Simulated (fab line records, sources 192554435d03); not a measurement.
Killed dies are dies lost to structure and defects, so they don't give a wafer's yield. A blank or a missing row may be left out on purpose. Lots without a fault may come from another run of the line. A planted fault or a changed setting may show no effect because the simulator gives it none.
Problem report in the 8D (eight disciplines) form, filled by code | flow n5_finfet | the parts of the form that need people (team, actions taken, sign-off) are left out

1. THE PROBLEM
raw_defect_count at N5_STI_FIN_REVEAL_INSPECT_13 reads a mean of 723 on 6 wafers of 2 lots; wafers without a fault read 10 with a standard deviation of 4.5. That is +99 or more standard deviations from the usual mean.
The step: inspects for defects (darkfield).
First seen on wafer L713.2, day 5 15:28, on defect_inspect-01. The record holds 27 wafers of 9 lots with a number at this step. Rule for "out", or "out of limits": more than 4 standard deviations from the usual mean. The other wafers with a number count as sound.

2. WHAT IT IS AND WHAT IT IS NOT
question                    | is                                   | is not
which readings at this step | raw_defect_count                     | -
which lots                  | L713, L716                           | L701, L702, L703, L707, L718, L720, L723
which wafers of those lots  | all that have a number               | -
read on which gauges        | defect_inspect-01, defect_inspect-02 | -
when                        | from day 5 15:28                     | up to then (12 sound wafers); but 9 sound wafers of L718, L720, L723 came after

3. SUSPECTS, AND WHAT RULES EACH OUT
Counting: a tool at a process step up to the reading stays a suspect if it ran every lot that is out and no sound lot after the first of them.
- the gauge at N5_STI_FIN_REVEAL_INSPECT_13: ruled out. The wafers that are out were read on 2 gauges (defect_inspect-01, defect_inspect-02).
- wet_bench-05 at N5_STI_FIN_REVEAL_PRECLEAN_29 (cleans in DHF, time 30 s): kept. It ran every lot that is out, first L713 (day 5 12:37), and no sound lot after that; its last sound lot up to then is L707 (day 4 00:04).
Left after counting: wet_bench-05 at N5_STI_FIN_REVEAL_PRECLEAN_29.

4. THE CAUSE (what the simulator had put in)
Chamber particle source: wet_bench-05, from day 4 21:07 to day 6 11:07, at N5_STI_FIN_REVEAL_PRECLEAN_29. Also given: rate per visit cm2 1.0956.
Counting left only this tool.

5. THE CHAIN OF EFFECTS, in route order
Each row: a reading whose mean over the struck wafers that have a number lies more than 3 standard deviations from the usual. Only readings for which the record gives a usual standard deviation are gone through. hours: the time from each lot's start at the first step in this table that gives one to its start at this step, as a median over the lots. sigmas: the change in usual standard deviations.
hours | step                         | reading              | usual  | on struck wafers | change | sigmas
0     | N5_STI_FIN_REVEAL_INSPECT_13 | raw_defect_count     | 10     | 723              | +713   | +99 or more
233   | N5_PASSIVATION_PROBE_49      | defect_limited_yield | 91.5 % | 82.6             | -8.9   | -6.9
233   | N5_PASSIVATION_PROBE_49      | killed_at_front_end  | 38     | 142              | +104   | +10
233   | N5_PASSIVATION_PROBE_49      | killed_dies          | 101    | 206              | +105   | +6.5
233   | N5_PASSIVATION_PROBE_49      | sort_bin_5_function  | 5.0 %  | 10.8             | +5.8   | +6.7
233   | N5_PASSIVATION_PROBE_49      | sort_n_pass          | 1079   | 974              | -105   | -6.5
233   | N5_PASSIVATION_PROBE_49      | sort_yield_pct       | 91.5 % | 82.6             | -8.9   | -6.9
The process steps in it:
- N5_PASSIVATION_PROBE_49
Later measuring or inspecting steps at which every struck wafer that the step has a row for has a number for every such reading, and none has moved that far: N5_DUMMY_GATE_THK_MEAS_05, N5_BEOL_M4_RC_MEAS_101.

6. WHAT WOULD HAVE CAUGHT IT SOONER
In this record the first reading out of limits at a measuring or inspecting step was taken at day 5 15:28, 18 hours after the fault began at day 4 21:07.
Of the lots that are out (2), L716 began N5_STI_FIN_REVEAL_PRECLEAN_29 on wet_bench-05 after day 5 15:28. A hold on the tool at that time would have spared it.
